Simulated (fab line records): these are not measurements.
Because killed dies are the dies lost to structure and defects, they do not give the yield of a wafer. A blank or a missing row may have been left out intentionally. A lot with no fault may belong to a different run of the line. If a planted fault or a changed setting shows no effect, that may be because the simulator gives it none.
A struck lot beside a sound one ; flow n5-finfet ; 37 out of 1938 route steps
Sound: the wafers L465.1, L465.2, L465.5. Struck: wafer L454.2 (left out: L454.6, a lot-mate that was not struck); the cause follows at the end.
Per side, at each step with rows, come the tool, then ch with its chambers, and then its first start. Under that, the readings that differ: sound wafers ; struck wafers ; difference of the means ; sigmas: that difference in standard deviations of wafers without a fault.
alike: same words and numbers on both sides, and readings whose means sit less than 2 such deviations apart. not compared: any withheld reading, any reading some wafer has no value for, any bound like >300 that may hide the same value, and any number with overlapping values for which the record gives no deviation.
Wherever a step has rows on one side only, a row that says differs or no value, or a row with sigmas, the two part there. Non-overlapping numbers with no deviation appear without sigmas and do not part them. A reading missing from all wafers of one side parts the sides only when that side holds two or more wafers.

first, 9 steps without rows for these wafers: N5_BEOL_M1_ANNEAL_95 (time 240 s); N5_BEOL_M1_SPUTTER_96 (material Cu, target thk 4.5 nm, time 8.29 s); N5_BEOL_M1_ECD_50 (material Cu, target thk 300 nm); N5_BEOL_M1_ANNEAL_51 (time 90 s); N5_BEOL_M1_CMP_52 (polishes, stops on SiOC, t overpolish 6.8 s, target thk 40 nm); N5_BEOL_M1_PRE_CLEAN_60 (time 15 s); N5_BEOL_M1_CO_CAP_55 (material Co, precursor CCTBA/H2, target thk 2 nm, time 102.1 s); N5_BEOL_M1_PRE_CLEAN_56 (time 15 s); N5_BEOL_M1_DEP_57 (deposits SiCN from 3MS/NH3, target thk 8 nm, time 14 s).
N5_BEOL_M2_ILD_DEP_00: deposits SiOC from DEMS/O2, target thk 79 nm, time 15.3 s.
  sound on pecvd-02 ch 0,1,2, day 11 12:31; struck on pecvd-03 ch 0, day 8 10:38
reading;sound;struck;difference;sigmas
model.SiOC_of_BEOL_M2_ILD_DEP_00.thk-nm (nm);78.2 79.2 79;69.8;-9.0;
  alike: heater-power-outer-w, heater-power-w, showerhead-plenum-p-Torr, throttle-valve-pct
  not compared: rf-fwd-power-W, since-wet-clean-h
N5_BEOL_M2_THK_MEAS_01:
  sound on film-metro-02, day 11 12:35; struck on film-metro-01, day 8 10:41
reading;sound;struck;difference;sigmas
M2_ILD_THK (nm);78.3 79.2 78.9;69.7;-9.1;-8
then, 24 steps without rows for these wafers: N5_BEOL_M2_PECVD_72 (deposits SiO2 from TEOS/O2, target thk 16 nm, time 18 s); N5_BEOL_M2_HM_DEP_02 (deposits TiN, target thk 20 nm); N5_BEOL_M2_COAT_61 (time 60 s, resist thk 60 nm); N5_BEOL_M2_COAT_62 (time 60 s, resist thk 12 nm); N5_BEOL_M2_COAT_73 (time 60 s, resist thk 5 nm); N5_BEOL_M2_COAT_05 (resist thk 30 nm); N5_BEOL_M2_EBR_07; N5_BEOL_M2_SOFTBAKE_06 (time 60 s); N5_BEOL_M2_EXPOSE_08 (exposes mask M2); N5_BEOL_M2_PEB_09 (peb time 60 s); N5_BEOL_M2_DEVELOP_10 (develop time 30 s); N5_BEOL_M2_DESCUM_16 (chemistry O2, time 7 s); N5_BEOL_M2_ETCH_74 (etches underlayer in N2/H2, target depth 6.5 nm, time 5.2 s); N5_BEOL_M2_ETCH_63 (etches SiARC in CF4, target depth 15.6 nm, time 26 s); N5_BEOL_M2_ETCH_64 (etches SOC in N2/H2, target depth 75 nm, overetch 22.5 nm, time 121.9 s); N5_BEOL_M2_STRIP_65 (strips in N2/H2); N5_BEOL_M2_STRIP_75 (strips in N2/H2); N5_BEOL_M2_STRIP_66 (strips in CF4); N5_BEOL_M2_HM_OPEN_17 (chemistry Cl2/BCl3, target TiN, target depth 20 nm, overetch 6 nm); N5_BEOL_M2_STRIP_19 (strips in O2); N5_BEOL_M2_COAT_67 (time 60 s, resist thk 60 nm); N5_BEOL_M2_COAT_68 (time 60 s, resist thk 12 nm); N5_BEOL_M2_COAT_76 (time 60 s, resist thk 5 nm); N5_BEOL_M2_COAT_22 (resist thk 30 nm).
N5_BEOL_M2_CMP_52: polishes, stops on SiOC, t overpolish 6.8 s, target thk 40 nm.
  sound on cmp-04 ch 1,2,3, day 11 23:49; struck on cmp-04 ch 1, day 8 18:59
reading;sound;struck;difference;sigmas
model.SiOC_of_BEOL_M2_ILD_DEP_00.thk-nm (nm);75.2 76.2 76;66.8;-9.0;
  alike: motor-current-A
N5_BEOL_M4_RC_MEAS_101:
  sound on prober-02 ch 0, day 12 17:49; struck on prober-01 ch 0, day 9 11:16
reading;sound;struck;difference;sigmas
DIBL_N (mV/V);34.2 36.8 35.9;39.7;+4.1;+2
IOFF_N (nA/um);0.14 0.19 0.17;0.27;+0.10;+3
IOFF_P (nA/um);0.19 0.23 0.22;0.32;+0.11;+3
SS_N (mV/dec);70.7 71.6 71.0;72.4;+1.3;+2
SS_P (mV/dec);72.7 73.8 73.1;75.4;+2.2;+3
VT_P (mV);-252 -251 -252;-244;+8;+2
  alike: DIBL_P, ION_N, ION_P, VT_N

## WHERE THEY PART
First at N5_BEOL_M2_THK_MEAS_01; last, within this record, at N5_BEOL_M4_RC_MEAS_101.

WHY: what had been put in by the simulator
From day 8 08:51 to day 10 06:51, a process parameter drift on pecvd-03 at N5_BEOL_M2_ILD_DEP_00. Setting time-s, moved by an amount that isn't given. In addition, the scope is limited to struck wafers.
